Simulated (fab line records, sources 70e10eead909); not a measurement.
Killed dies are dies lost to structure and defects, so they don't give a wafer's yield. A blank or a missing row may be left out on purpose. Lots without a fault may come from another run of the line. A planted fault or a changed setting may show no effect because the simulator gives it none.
fab line records | flow nand_harc
record lots=5 wafers=15 last_day=29
route steps=1302 shown A_BONDPAD@1223 HYBRID_BOND@1237 THIN_TSV@1244
lots that met no fault: from a run of the same line without faults
start_h: hours from the record's first day to the start of the lot's first wafer shown | wait_h: hours since the lot's step before | " the same as in the row above | L1.1+2: a row that stands for several wafers | - no value, or no start given | * or withheld: withheld | < > ~ a bound
route shown NAME@n: a module of which the file shows steps, and the number in the route of the first | usual: mean/standard deviation of fault-free wafers | same: alike in all rows | chamber/n: place in a boat | sites: the reading at each site | _std_site: their standard deviation | _edge_site: outer sites' mean less inner sites' | radius_mm: how far each site lies from the wafer's centre | mask NAME#n: copy n | behind: the tool/chamber that last shaped the wafer | hold: why the lot was held/for how many hours/how that ended | device: the transistor (n, p or np) that didn't switch | end of line: the same wafers' tests at the end of the route | a step without rows: its recipe alone | killed: dies lost to structure and defects at the first sort, not the wafer's yield | map: a wafer's dies, x killed, . not, _ none there
set.NAME: the setting as run; set.NAME@STEP: as run at that earlier step | model.NAME: the simulator's own value behind a step, which no gauge read
lots at some steps of the route; a table a step, a row a wafer
services: from which hour (start_h, from the record's first day; less than 0 if before it) a tool's chamber was out of use, for how many hours, and why
## steps
# step NHARC_A_BONDPAD_ETCH_24
# recipe target_depth_a=300 over_etch_frac=0.3 time_s=72.99 ion_energy_ev=150 cf4_flow_sccm=50 n2_flow_sccm=100 ar_flow_sccm=150 rf_w=300 bias_w=100 chemistry=CF4/N2
# usual drypump_motor_current_A=5.9/0.37 oes_product_au=1.009/0.013 rf_fwd_power_W=297.6/1.1 rf_vpp_V=313.8/2.1 showerhead_plenum_p_Torr=2.61/0.12 throttle_valve_pct=19.795/0.0089
# columns lot.wafer tool chamber start_h wait_h drypump_motor_current_A oes_product_au rf_fwd_power_W rf_hours_counter_h rf_vpp_V showerhead_plenum_p_Torr throttle_valve_pct
L074.2 rie_diel-05 2 - - 6.1 1.026 299.4 3 314.5 2.59 19.805
L074.4 " 3 " " 6.1 1.009 295.9 3 317.8 2.81 19.790
L074.1 " 0 " " 5.5 1.031 298.4 3 312.0 2.50 19.786
L080.3 rie_diel-13 3 - - 5.5 1.005 298.4 11 313.1 2.50 19.786
L080.2 " 0 " " 5.0 1.006 298.0 15 309.9 2.44 19.781
L080.1 " 2 " " 6.4 0.992 299.5 13 311.8 2.52 19.789
L082.1 rie_diel-05 2 - - 6.0 1.014 295.9 1 312.9 2.59 19.806
L082.3 " 3 " " 6.1 1.024 295.8 1 317.8 2.81 19.798
L082.2 " 0 " " 5.6 1.029 298.9 1 311.5 2.50 19.803
L083.4 rie_diel-05 0 - - 5.5 1.007 297.2 1 311.1 2.50 19.798
L083.2 " 1 " " 6.0 1.007 299.0 1 315.4 2.61 19.785
L083.1 " 2 " " 6.0 1.015 296.9 1 311.2 2.59 19.785
L087.2 rie_diel-12 0 - - 5.6 1.012 298.5 9 315.6 2.62 19.791
L087.6 " 3 " " 5.1 1.004 297.5 - 313.1 2.61 19.798
L087.5 " 0 " " 5.6 1.018 297.4 - 314.9 2.62 19.795
# step NHARC_A_BONDPAD_STRIP_16
# recipe time_s=600 temp_c=30 chemistry=post_etch_residue_remover
# columns lot.wafer tool chamber start_h wait_h
L074.1+4+2 wet_bench-08 0,1,3 519.47 -
L080.1+3+2 wet_bench-08 5,6,7 591.11 -
L082.1+2+3 wet_bench-08 6,1,2 608.25 -
L083.1+2+4 wet_bench-10 7,0,4 624.51 -
L087.5+6+2 wet_bench-10 6,0,1 657.39 -
# step NHARC_A_BONDPAD_DEGAS_25
# recipe temp_c=300 time_s=60
# usual heater_power_w=464/46
# columns lot.wafer tool chamber start_h wait_h heater_power_w
L074.2 pvd_sputter-03 - 519.80 - 447
L074.4 " - " " 499
L074.1 " - " " 417
L080.2 pvd_sputter-02 - 591.37 - 455
L080.1 " - " " 550
L080.3 " - " " 445
L082.3 pvd_sputter-03 - 608.52 - 489
L082.1 " - " " 500
L082.2 " - " " 484
L083.2 pvd_sputter-02 - 624.79 - 455
L083.1 " - " " 554
L083.4 " - " " 494
L087.2 pvd_sputter-03 - 657.64 - 500
L087.6 " - " " 503
L087.5 " - " " 480
# step NHARC_A_BONDPAD_PRE_CLEAN_26
# recipe time_s=30 temp_c=280 gas=H2/He
# usual heater_power_w=408/42
# columns lot.wafer tool chamber start_h wait_h heater_power_w
L074.1 pvd_sputter-03 - - - 404
L074.2 " - " " 427
L074.4 " - " " 459
L080.2 pvd_sputter-02 - - - 497
L080.1 " - " " 429
L080.3 " - " " 384
L082.3 pvd_sputter-03 - - - 343
L082.1 " - " " 430
L082.2 " - " " 423
L083.1 pvd_sputter-02 - - - 465
L083.4 " - " " 419
L083.2 " - " " 402
L087.2 pvd_sputter-03 - - - 420
L087.5 " - " " 352
L087.6 " - " " 421
# step NHARC_A_BONDPAD_PVD_17
# recipe target_thk_a=50 bias_v=168.6 power_w=15000 chamber_pressure_pa=0.12 time_s=8.06 substrate_temp_c=50 material=TaN
# usual bias_v=168.5/1.8 substrate_temp_c=50.00/0.12 throttle_valve_pct=30.2/1
# columns lot.wafer tool chamber start_h wait_h bias_v substrate_temp_c throttle_valve_pct
L074.2 pvd_sputter-03 - - - 169.7 50.01 30.5
L074.4 " - " " 169.1 50.11 30.3
L074.1 " - " " 167.9 50.10 31.1
L080.2 pvd_sputter-02 - - - 168.6 49.88 30.5
L080.3 " - " " 165.5 49.96 28.3
L080.1 " - " " 169.1 49.98 30.9
L082.2 pvd_sputter-03 - - - 168.8 50.01 28.3
L082.1 " - " " 169.4 49.96 30.4
L082.3 " - " " 166.8 50.09 30.3
L083.1 pvd_sputter-02 - - - 167.9 50.25 29.9
L083.2 " - " " 166.6 49.95 30.9
L083.4 " - " " 168.0 49.86 30.5
L087.2 pvd_sputter-03 - - - 166.1 50.04 30.4
L087.5 " - " " 171.5 50.12 29.6
L087.6 " - " " 170.0 49.91 30.7
# step NHARC_A_BONDPAD_PVD_27
# recipe target_thk_a=300 chamber_pressure_pa=5 power_w=5000 substrate_temp_c=30 time_s=20.49 material=Cu
# usual substrate_temp_c=29.99/0.11 throttle_valve_pct=30.2/1
# columns lot.wafer tool chamber start_h wait_h substrate_temp_c throttle_valve_pct
L074.4 pvd_sputter-03 - - - 29.96 29.8
L074.2 " - " " 29.92 31.4
L074.1 " - " " 29.80 28.4
L080.1 pvd_sputter-02 - - - 29.94 30.5
L080.2 " - " " 30.14 30.3
L080.3 " - " " 29.91 30.8
L082.2 pvd_sputter-03 - - - 30.03 27.7
L082.1 " - " " 29.86 30.6
L082.3 " - " " 30.25 30.8
L083.2 pvd_sputter-02 - - - 29.74 30.4
L083.4 " - " " 29.90 28.2
L083.1 " - " " 29.93 30.0
L087.2 pvd_sputter-03 - - - 30.10 30.4
L087.5 " - " " 29.97 31.0
L087.6 " - " " 30.03 28.2
# step NHARC_A_BONDPAD_ECD_18
# recipe target_thk_a=4000 bath_temp_c=25 material=Cu
# columns lot.wafer tool chamber start_h wait_h
L074.2+1+4 ecd_cu-02 1,0,1 520.21 -
L080.2+1+3 ecd_cu-01 0,1,1 591.78 -
L082.2+1+3 ecd_cu-01 0,1,1 608.88 -
L083.1+2+4 ecd_cu-01 1,0,0 625.14 -
L087.2+5+6 ecd_cu-02 1,1,0 658.01 -
# step NHARC_A_BONDPAD_ANNEAL_28
# recipe temp_c=225 time_s=90
# usual wafer_temp_C_max=226.3/0.49
# columns lot.wafer tool chamber start_h wait_h wafer_temp_C_max
L074.1 rtp_anneal-02 0 520.60 0.3 226.1
L074.2 " 0 " " 226.3
L074.4 " 0 " " 226.1
L080.1 rtp_anneal-02 0 592.16 - 226.1
L080.2 " 0 " " 226.0
L080.3 " 0 " " 225.8
L082.1 rtp_anneal-01 0 609.26 0.3 227.1
L082.2 " 0 " " 226.6
L082.3 " 0 " " 226.5
L083.1 rtp_anneal-02 0 625.52 0.3 225.9
L083.2 " 0 " " 225.7
L083.4 " 0 " " 226.1
L087.2 rtp_anneal-01 0 658.43 - 226.6
L087.5 " 0 " " 226.9
L087.6 " 0 " " 226.9
# step NHARC_A_BONDPAD_CMP_19
# recipe t_overpolish_s=30 cu_recess_touch_s=16 target_thk_nm=169.82
# usual motor_current_A=12.2/0.85 overpolish_run_s=30.000/0.0099 slurry_flow_ml_min=150.0/0.52
# columns lot.wafer tool chamber start_h wait_h motor_current_A overpolish_run_s slurry_flow_ml_min
L074.1 cmp-04 0 520.97 - 11.3 30.020 149.8
L074.4 " 1 " " 11.7 30.006 150.0
L074.2 " 2 " " 11.4 30.013 150.5
L080.1 cmp-01 0 592.51 - 12.2 29.989 149.5
L080.3 " 1 " " 12.6 30.008 150.2
L080.2 " 3 " " 12.3 30.006 150.5
L082.1 cmp-04 2 609.60 - 10.9 30.001 149.6
L082.2 " 0 " " 11.7 29.992 149.9
L082.3 " 1 " " 11.8 30.000 150.1
L083.1 cmp-02 0 625.89 - 11.9 29.999 149.7
L083.4 " 1 " " 12.5 29.994 150.0
L083.2 " 2 " " 11.8 29.998 150.1
L087.2 cmp-02 1 658.78 - 13.4 30.005 150.3
L087.6 " 3 " " 12.2 29.982 149.0
L087.5 " 0 " " 11.4 30.007 150.7
# step NHARC_A_BONDPAD_THK_MEAS_20
# recipe thk_meas_gauge=xrf
# usual thk_nm=169.7/1.9
# columns lot.wafer tool chamber start_h wait_h thk_nm
L074.1 film_metro-02 - 521.26 - 169.2
L074.2 " - " " 169.1
L074.4 " - " " 168.7
L080.1 film_metro-01 - 592.83 - 169.6
L080.2 " - " " 168.2
L080.3 " - " " 170.4
L082.1 film_metro-01 - 609.92 - 172.0
L082.2 " - " " 170.8
L082.3 " - " " 171.6
L083.1 film_metro-01 - 626.18 - 169.7
L083.2 " - " " 169.3
L083.4 " - " " 172.0
L087.2 film_metro-01 - 659.05 - 172.2
L087.5 " - " " 172.0
L087.6 " - " " 169.2
# step NHARC_A_BONDPAD_SRD_21
# recipe time_s=30 temp_c=23 dry_time_s=20 spin_rpm=1500
# columns lot.wafer tool chamber start_h wait_h
L074.1+2+4 wet_bench-10 7,0,2 521.30 0.0
L080.2+1+3 wet_bench-10 2,4,6 592.87 0.0
L082.2+3+1 wet_bench-10 0,3,5 609.96 0.0
L083.1+2+4 wet_bench-08 6,1,2 626.23 0.0
L087.2+5+6 wet_bench-08 0,3,5 659.09 0.0
# step NHARC_A_BONDPAD_INSPECT_23
# usual raw_defect_count=564/160
# columns lot.wafer tool chamber start_h wait_h raw_defect_count
L074.1 defect_inspect-01 - 521.49 0.0 696
L074.2 " - " " 583
L074.4 " - " " 573
L080.1 defect_inspect-02 - 593.05 0.0 626
L080.2 " - " " 660
L080.3 " - " " 827
L082.1 defect_inspect-02 - 610.13 0.0 640
L082.2 " - " " 451
L082.3 " - " " 461
L083.1 defect_inspect-02 - 626.42 0.0 352
L083.2 " - " " 326
L083.4 " - " " 342
L087.2 defect_inspect-02 - 659.25 0.0 975
L087.5 " - " " 689
L087.6 " - " " 938
# step NHARC_HYBRID_BOND_ACTIVATE_00
# recipe time_s=60 n2_flow_sccm=200 ar_flow_sccm=0 bias_power_w=0 chemistry=N2
# usual drypump_motor_current_A=5.7/0.47 oes_product_au=0.999/0.011 rf_vpp_V=64.0/0.84 showerhead_plenum_p_Torr=1.72/0.048
# columns lot.wafer tool chamber start_h wait_h drypump_motor_current_A oes_product_au rf_hours_counter_h rf_vpp_V showerhead_plenum_p_Torr
L074.4 rie_diel-10 1 521.55 0.1 5.6 1.002 9 63.5 1.70
L074.1 " 3 " " 6.3 1.003 11 64.3 1.70
L074.2 " 0 " " 6.0 0.980 10 64.7 1.78
L080.3 rie_diel-09 2 593.16 0.1 5.7 0.991 23 65.5 1.82
L080.1 " 3 " " 5.9 1.008 23 63.8 1.66
L080.2 " 1 " " 6.2 1.019 24 63.7 1.81
L082.1 rie_diel-10 3 610.19 0.1 6.3 1.016 0 65.2 1.70
L082.2 " 1 " " 5.6 0.981 1 64.6 1.70
L082.3 " 2 " " 5.0 0.998 1 63.8 1.68
L083.1 rie_diel-10 2 626.48 0.1 5.0 0.988 2 62.5 1.68
L083.2 " 3 " " 6.3 1.015 2 63.7 1.70
L083.4 " 1 " " 5.6 0.978 2 63.6 1.70
L087.2 rie_diel-10 2 659.32 0.1 5.0 0.989 6 63.4 1.68
L087.6 " 1 " " 5.6 0.981 - 65.5 1.70
L087.5 " 2 " " 5.0 0.992 - 64.2 1.68
# step NHARC_HYBRID_BOND_PRECLEAN_01
# recipe time_s=300 temp_c=23 chemistry=DIW
# columns lot.wafer tool chamber start_h wait_h
L074.4+2+1 wet_bench-08 4,5,6 521.71 0.1
L080.1+2+3 wet_bench-10 5,6,0 593.33 0.1
L082.3+1+2 wet_bench-10 5,6,7 610.39 0.1
L083.2+1+4 wet_bench-10 3,4,7 626.65 0.1
L087.5+2+6 wet_bench-10 2,3,4 659.51 0.1
# step NHARC_HYBRID_BOND_SRD_02
# recipe time_s=30 temp_c=23 dry_time_s=20 spin_rpm=1500
# columns lot.wafer tool chamber start_h wait_h
L074.4+2+1 wet_bench-08 4,5,6 - -
L080.1+2+3 wet_bench-10 5,6,0 - -
L082.3+1+2 wet_bench-10 5,6,7 - -
L083.2+1+4 wet_bench-10 3,4,7 - -
L087.5+2+6 wet_bench-10 2,3,4 - -
# step NHARC_HYBRID_BOND_BOND_03
# recipe temp_c=25
# columns lot.wafer tool chamber start_h wait_h
L074.1+2+4 wafer_bonder-01 0 522.07 -
L080.1+2+3 wafer_bonder-01 0 593.57 -
L082.1+2+3 wafer_bonder-01 0 610.61 -
L083.1+2+4 wafer_bonder-01 0 626.89 -
L087.2+5+6 wafer_bonder-01 0 659.87 -
# step NHARC_HYBRID_BOND_ANNEAL_04
# recipe temp_c=300 time_s=7200 ramp_up_c_per_min=5 ramp_down_c_per_min=3 idle_temp_c=100 pressure_atm=1
# usual ramp_up_c_per_min=4.9999/0.00092 spike_tc_centre_C=299.8/1.4 spike_tc_lower_C=299.1/1
# columns lot.wafer tool chamber start_h wait_h ramp_up_c_per_min spike_tc_centre_C spike_tc_lower_C
L074.1 furnace-02 0 530.64 8.4 5.0004 297.2 298.5
L074.2 " 0 " " 4.9991 300.1 299.3
L074.4 " 0 " " 4.9995 299.8 300.4
L080.1 furnace-03 0 598.14 4.4 5.0005 299.7 301.6
L080.2 " 0 " " 5.0005 303.5 299.2
L080.3 " 0 " " 4.9978 302.3 297.3
L082.1 furnace-03 0 615.18 4.4 5.0007 301.3 302.3
L082.2 " 0 " " 4.9990 302.2 300.6
L082.3 " 0 " " 4.9989 304.4 299.9
L083.1 furnace-02 0 634.53 7.5 4.9996 299.2 298.8
L083.2 " 0 " " 5.0004 299.6 298.6
L083.4 " 0 " " 5.0008 299.1 297.8
L087.2 furnace-02 0 664.01 4.0 5.0013 302.6 300.1
L087.5 " 0 " " 4.9999 300.8 300.3
L087.6 " 0 " " 5.0011 296.5 298.6
# step NHARC_HYBRID_BOND_OVL_MEAS_05
# usual overlay_x_nm=-1/37 overlay_y_nm=-1/31
# columns lot.wafer tool chamber start_h wait_h overlay_x_nm overlay_y_nm
L074.1 overlay-02 - 535.44 0.4 -67 -2
L074.2 " - " " -7 75
L074.4 " - " " -2 73
L080.1 overlay-01 - 602.76 0.4 -64 -4
L080.2 " - " " 1 15
L080.3 " - " " -14 -54
L082.1 overlay-02 - 619.96 0.4 8 44
L082.2 " - " " -11 29
L082.3 " - " " 61 -16
L083.1 overlay-02 - 639.26 0.4 66 -20
L083.2 " - " " 42 -29
L083.4 " - " " 0 3
L087.2 overlay-01 - 668.80 0.4 11 9
L087.5 " - " " -41 -35
L087.6 " - " " 49 -29
# step NHARC_HYBRID_BOND_INSPECT_06
# recipe inspect_instrument=ir_void
# usual raw_defect_count=86/38
# columns lot.wafer tool chamber start_h wait_h raw_defect_count
L074.1 defect_inspect-02 - 535.49 0.0 72
L074.2 " - " " 75
L074.4 " - " " 73
L080.1 defect_inspect-01 - 602.81 0.0 126
L080.2 " - " " 104
L080.3 " - " " 120
L082.1 defect_inspect-02 - 620.01 0.0 117
L082.2 " - " " 118
L082.3 " - " " 106
L083.1 defect_inspect-01 - 639.31 0.0 96
L083.2 " - " " 97
L083.4 " - " " 89
L087.2 defect_inspect-01 - 668.86 0.1 78
L087.5 " - " " 93
L087.6 " - " " 71
# step NHARC_THIN_TSV_GRIND_00
# recipe target_thk_um=6
# usual motor_current_A=11.997/0.022 slurry_flow_ml_min=149.9/0.52
# columns lot.wafer tool chamber start_h wait_h motor_current_A slurry_flow_ml_min
L074.1 grinder-01 0 535.64 0.1 12.003 150.1
L074.2 " 0 " " 12.008 150.1
L074.4 " 0 " " 11.989 150.3
L080.1 grinder-01 0 602.97 0.1 12.004 148.9
L080.2 " 0 " " 11.983 149.5
L080.3 " 0 " " 12.006 149.4
L082.1 grinder-01 0 620.16 0.1 12.026 150.4
L082.2 " 0 " " 11.992 149.7
L082.3 " 0 " " 11.992 150.0
L083.1 grinder-01 0 640.39 1.1 11.998 149.7
L083.2 " 0 " " 11.967 149.5
L083.4 " 0 " " 12.001 149.6
L087.2 grinder-01 0 670.42 1.6 11.991 150.7
L087.5 " 0 " " 11.990 150.5
L087.6 " 0 " " 12.054 149.8
# step NHARC_THIN_TSV_CMP_01
# recipe target_thk_um=3
# usual motor_current_A=12.3/1.1 slurry_flow_ml_min=150.0/0.5
# columns lot.wafer tool chamber start_h wait_h motor_current_A slurry_flow_ml_min
L074.2 cmp-01 1 536.88 0.8 13.2 149.9
L074.1 " 2 " " 14.0 149.0
L074.4 " 3 " " 12.7 149.7
L080.1 cmp-03 2 604.20 1.0 11.0 149.4
L080.2 " 3 " " 10.9 150.1
L080.3 " 0 " " 13.6 150.0
L082.1 cmp-01 1 621.40 1.0 12.1 150.1
L082.3 " 2 " " 14.0 149.4
L082.2 " 3 " " 12.0 149.9
L083.2 cmp-01 3 641.63 0.8 12.1 150.2
L083.1 " 1 " " 12.6 150.0
L083.4 " 2 " " 14.2 149.7
L087.2 cmp-04 2 671.52 0.9 11.3 151.0
L087.6 " 3 " " 12.9 150.1
L087.5 " 0 " " 11.0 150.9
# step NHARC_THIN_TSV_THK_MEAS_02
# recipe thk_meas_gauge=ir
# usual thk_nm=2988/210
# columns lot.wafer tool chamber start_h wait_h thk_nm
L074.1 film_metro-01 - 537.12 0.2 3041
L074.2 " - " " 2844
L074.4 " - " " 2684
L080.1 film_metro-02 - 604.46 - 3331
L080.2 " - " " 3035
L080.3 " - " " 3462
L082.1 film_metro-01 - 621.67 - 3068
L082.2 " - " " 3009
L082.3 " - " " 3034
L083.1 film_metro-01 - 641.90 0.2 3151
L083.2 " - " " 2921
L083.4 " - " " 3154
L087.2 film_metro-01 - 671.71 - 3196
L087.5 " - " " 3191
L087.6 " - " " 2858
# step NHARC_THIN_TSV_SRD_03
# columns lot.wafer tool chamber start_h wait_h
L074.1+4+2 wet_bench-10 6,7,2 537.16 0.0
L080.1+3+2 wet_bench-10 3,5,0 604.50 0.0
L082.1+2+3 wet_bench-10 0,1,4 621.71 0.0
L083.1+4+2 wet_bench-10 1,2,6 641.94 0.0
L087.2+6+5 wet_bench-08 7,3,4 671.75 0.0
# step NHARC_THIN_TSV_PRECLEAN_41
# recipe time_s=* temp_c=50 bath_age_min=0 chemistry=SC1
# usual bath_guard_temp_C=50.1/0.54
# columns lot.wafer tool chamber start_h wait_h bath_guard_temp_C
L074.1 wet_bench-10 6 537.19 0.0 49.0
L074.4 " 7 " " 50.2
L074.2 " 2 " " 50.5
L080.1 wet_bench-10 3 604.53 0.0 51.0
L080.3 " 5 " " 49.4
L080.2 " 0 " " 50.3
L082.1 wet_bench-10 0 621.73 0.0 50.3
L082.2 " 1 " " 49.8
L082.3 " 4 " " 50.0
L083.1 wet_bench-10 1 641.97 0.0 49.6
L083.4 " 2 " " 50.4
L083.2 " 6 " " 49.3
L087.2 wet_bench-08 7 671.78 0.0 50.1
L087.6 " 3 " " 50.0
L087.5 " 4 " " 50.2
# step NHARC_THIN_TSV_SRD_42
# columns lot.wafer tool chamber start_h wait_h
L074.1+4+2 wet_bench-10 6,7,2 - -
L080.1+3+2 wet_bench-10 3,5,0 - -
L082.1+2+3 wet_bench-10 0,1,4 - -
L083.1+4+2 wet_bench-10 1,2,6 - -
L087.2+6+5 wet_bench-08 7,3,4 - -
# step NHARC_THIN_TSV_DEP_43
# recipe target_thk_a=13285 temp_c=withheld pressure_torr=6.5 rf_w=900 teos_flow_sccm=161.4 flow_sccm=2650 target_thk_nm=1328.5 gas=O2 material=SiO2
# usual rf_fwd_power_W=898.2/2.7 throttle_valve_pct=15.9/0.41
# columns lot.wafer tool chamber start_h wait_h rf_fwd_power_W throttle_valve_pct
L074.1 pecvd-02 0 537.34 - 899.3 16.0
L074.2 " 1 " " 899.9 15.6
L074.4 " 2 " " 894.8 16.6
L080.3 pecvd-03 0 604.68 - 898.3 15.3
L080.2 " 1 " " 897.5 15.5
L080.1 " 2 " " 897.5 15.4
L082.1 pecvd-01 1 621.89 - 900.5 15.6
L082.2 " 2 " " 901.5 16.0
L082.3 " 0 " " 895.9 16.1
L083.2 pecvd-01 0 642.12 - 894.3 15.9
L083.1 " 2 " " 895.7 16.0
L083.4 " 2 " " 895.1 16.2
L087.2 pecvd-01 0 671.93 - 898.0 16.2
L087.6 " 0 " " 897.4 16.0
L087.5 " 1 " " 898.6 15.6
# step NHARC_THIN_TSV_DEHYDRATE_04
# recipe temp_c=150 time_s=120
# usual chill_plate_temp_C=23.01/0.1
# columns lot.wafer tool chamber start_h wait_h chill_plate_temp_C
L074.1 litho_track-02 0 537.74 - 22.92
L074.2 " 0 " " 22.84
L074.4 " 0 " " 22.99
L080.1 litho_track-02 0 605.08 - 22.88
L080.2 " 0 " " 22.94
L080.3 " 0 " " 22.93
L082.1 litho_track-05 0 622.29 - 22.99
L082.2 " 0 " " 22.96
L082.3 " 0 " " 22.91
L083.1 litho_track-02 0 642.52 - 22.95
L083.2 " 0 " " 23.06
L083.4 " 0 " " 23.03
L087.2 litho_track-02 0 672.33 - 22.88
L087.5 " 0 " " 22.96
L087.6 " 0 " " 23.01
# step NHARC_THIN_TSV_HMDS_05
# recipe time_s=30
# usual chill_plate_temp_C=22.97/0.096
# columns lot.wafer tool chamber start_h wait_h chill_plate_temp_C
L074.1 litho_track-02 0 - - 22.99
L074.2 " 0 " " 22.97
L074.4 " 0 " " 22.98
L080.1 litho_track-02 0 - - 23.03
L080.2 " 0 " " 22.86
L080.3 " 0 " " 22.91
L082.1 litho_track-05 0 - - 22.91
L082.2 " 0 " " 22.84
L082.3 " 0 " " 22.94
L083.1 litho_track-02 0 - - 22.93
L083.2 " 0 " " 23.01
L083.4 " 0 " " 22.90
L087.2 litho_track-02 0 - - 23.02
L087.5 " 0 " " 23.10
L087.6 " 0 " " 22.86
# step NHARC_THIN_TSV_COAT_06
# recipe spin_rpm=*
# usual chill_plate_temp_C=23.01/0.11
# columns lot.wafer tool chamber start_h wait_h chill_plate_temp_C
L074.1 litho_track-02 0 - - 23.14
L074.2 " 0 " " 22.96
L074.4 " 0 " " 23.20
L080.1 litho_track-02 0 - - 23.00
L080.2 " 0 " " 22.85
L080.3 " 0 " " 22.73
L082.1 litho_track-05 0 - - 23.12
L082.2 " 0 " " 22.93
L082.3 " 0 " " 23.06
L083.1 litho_track-02 0 - - 22.95
L083.2 " 0 " " 22.91
L083.4 " 0 " " 23.04
L087.2 litho_track-02 0 - - 23.23
L087.5 " 0 " " 23.07
L087.6 " 0 " " 22.99
# step NHARC_THIN_TSV_SOFTBAKE_07
# recipe temp_c=122 time_s=95
# usual chill_plate_temp_C=22.98/0.096
# columns lot.wafer tool chamber start_h wait_h chill_plate_temp_C
L074.1 litho_track-02 0 - - 23.01
L074.2 " 0 " " 23.07
L074.4 " 0 " " 22.95
L080.1 litho_track-02 0 - - 22.89
L080.2 " 0 " " 22.95
L080.3 " 0 " " 23.08
L082.1 litho_track-05 0 - - 22.95
L082.2 " 0 " " 22.88
L082.3 " 0 " " 22.86
L083.1 litho_track-02 0 - - 22.86
L083.2 " 0 " " 23.19
L083.4 " 0 " " 23.05
L087.2 litho_track-02 0 - - 22.93
L087.5 " 0 " " 22.94
L087.6 " 0 " " 22.77
# step NHARC_THIN_TSV_EBR_08
# usual chill_plate_temp_C=22.98/0.11
# columns lot.wafer tool chamber start_h wait_h chill_plate_temp_C
L074.1 litho_track-02 0 - - 23.05
L074.2 " 0 " " 23.04
L074.4 " 0 " " 23.15
L080.1 litho_track-02 0 - - 22.80
L080.2 " 0 " " 23.11
L080.3 " 0 " " 22.81
L082.1 litho_track-05 0 - - 22.89
L082.2 " 0 " " 22.83
L082.3 " 0 " " 22.76
L083.1 litho_track-02 0 - - 22.95
L083.2 " 0 " " 22.88
L083.4 " 0 " " 22.96
L087.2 litho_track-02 0 - - 22.91
L087.5 " 0 " " 22.93
L087.6 " 0 " " 22.86
# step NHARC_THIN_TSV_EXPOSE_09
# recipe na=0.55 dose_mj=30.7 mask_id=TSV
# usual stage_vel_mm_s=500.03/0.26
# columns lot.wafer tool chamber start_h wait_h mask stage_vel_mm_s
L074.1 krf_scanner-01 0 538.01 - TSV#0 500.51
L074.2 " 0 " " TSV#0 500.61
L074.4 " 0 " " TSV#0 500.44
L080.1 krf_scanner-04 0 605.35 - TSV#0 500.02
L080.2 " 0 " " TSV#0 500.32
L080.3 " 0 " " TSV#0 500.23
L082.1 krf_scanner-01 0 622.56 - TSV#0 500.33
L082.2 " 0 " " TSV#0 500.10
L082.3 " 0 " " TSV#0 499.96
L083.1 krf_scanner-01 0 642.79 - TSV#0 500.08
L083.2 " 0 " " TSV#0 500.20
L083.4 " 0 " " TSV#0 500.00
L087.2 krf_scanner-03 0 672.61 - TSV#0 499.70
L087.5 " 0 " " TSV#0 499.43
L087.6 " 0 " " TSV#0 499.60
# step NHARC_THIN_TSV_PEB_10
# recipe peb_temp_c=118 peb_time_s=85
# usual chill_plate_temp_C=23.03/0.1
# columns lot.wafer tool chamber start_h wait_h chill_plate_temp_C
L074.1 litho_track-02 0 538.08 0.1 23.05
L074.2 " 0 " " 23.14
L074.4 " 0 " " 23.19
L080.1 litho_track-02 0 605.42 0.1 22.88
L080.2 " 0 " " 22.92
L080.3 " 0 " " 23.16
L082.1 litho_track-02 0 622.63 0.1 23.16
L082.2 " 0 " " 23.18
L082.3 " 0 " " 22.99
L083.1 litho_track-05 0 642.86 0.1 23.02
L083.2 " 0 " " 22.81
L083.4 " 0 " " 22.98
L087.2 litho_track-02 0 672.67 0.1 23.06
L087.5 " 0 " " 23.08
L087.6 " 0 " " 22.97
# step NHARC_THIN_TSV_DEVELOP_11
# recipe time_s=70
# usual chill_plate_temp_C=23.01/0.095
# columns lot.wafer tool chamber start_h wait_h chill_plate_temp_C
L074.1 litho_track-02 0 - - 22.95
L074.2 " 0 " " 23.04
L074.4 " 0 " " 22.97
L080.1 litho_track-02 0 - - 23.02
L080.2 " 0 " " 23.02
L080.3 " 0 " " 22.91
L082.1 litho_track-02 0 - - 23.13
L082.2 " 0 " " 22.92
L082.3 " 0 " " 23.09
L083.1 litho_track-05 0 - - 22.93
L083.2 " 0 " " 22.93
L083.4 " 0 " " 22.84
L087.2 litho_track-02 0 - - 23.04
L087.5 " 0 " " 23.03
L087.6 " 0 " " 23.06
# step NHARC_THIN_TSV_CD_MEAS_12
# recipe target_cd_nm=1000 landing_energy_ev=500
# usual cd_nm=1000.2/2.1
# same landing_energy_ev=500
# columns lot.wafer tool chamber start_h wait_h cd_nm
L074.1 cd_sem-02 0 538.17 - 1000.2
L074.2 " 0 " " 999.8
L074.4 " 0 " " 998.9
L080.1 cd_sem-03 0 605.51 - 1003.7
L080.2 " 0 " " 1001.2
L080.3 " 0 " " 1001.5
L082.1 cd_sem-02 0 622.73 - 1002.0
L082.2 " 0 " " 1001.3
L082.3 " 0 " " 1000.8
L083.1 cd_sem-02 0 642.95 - 999.9
L083.2 " 0 " " 1002.8
L083.4 " 0 " " 1000.7
L087.2 cd_sem-01 0 672.76 - 999.0
L087.5 " 0 " " 1000.8
L087.6 " 0 " " 1000.4
# step NHARC_THIN_TSV_HARDBAKE_13
# recipe temp_c=125 time_s=80
# usual chill_plate_temp_C=22.99/0.11
# columns lot.wafer tool chamber start_h wait_h chill_plate_temp_C
L074.1 litho_track-05 0 538.25 - 22.87
L074.2 " 0 " " 22.94
L074.4 " 0 " " 22.69
L080.1 litho_track-05 0 605.59 - 23.05
L080.2 " 0 " " 23.09
L080.3 " 0 " " 22.95
L082.1 litho_track-05 0 622.80 - 23.14
L082.2 " 0 " " 23.25
L082.3 " 0 " " 23.32
L083.1 litho_track-02 0 643.03 - 22.86
L083.2 " 0 " " 22.81
L083.4 " 0 " " 22.84
L087.2 litho_track-02 0 672.84 - 22.97
L087.5 " 0 " " 22.91
L087.6 " 0 " " 23.18
## services
# columns tool chamber start_h hours kind
cmp-04 - 503.00 4.0 pm
pecvd-01 - 503.25 1.5 repair
rie_diel-05 - 503.81 0.2 repair
ecd_cu-01 - 512.24 8.0 pm
pvd_sputter-03 - 526.01 10.0 pm
cmp-01 - 528.41 0.5 repair
cmp-01 - 533.24 1.0 repair
wet_bench-10 - 554.82 1.0 repair
krf_scanner-01 - 555.85 23.3 repair
litho_track-02 - 577.00 7.0 pm
cmp-01 - 577.59 4.0 pm
rie_diel-10 1 595.82 2.9 repair
rie_diel-10 - 596.50 9.0 pm
pvd_sputter-02 - 617.26 6.3 repair
grinder-01 - 635.41 0.8 repair
cmp-01 - 637.02 1.3 repair
pvd_sputter-02 - 638.00 10.0 pm
grinder-01 - 638.25 2.1 repair
rie_diel-10 0 642.56 6.1 repair
rie_diel-10 - 646.58 1.6 repair
litho_track-05 - 649.00 7.0 pm
wet_bench-08 - 650.17 8.0 pm
cmp-01 - 660.74 0.7 repair
wet_bench-10 - 663.20 8.0 pm
## key
fault none
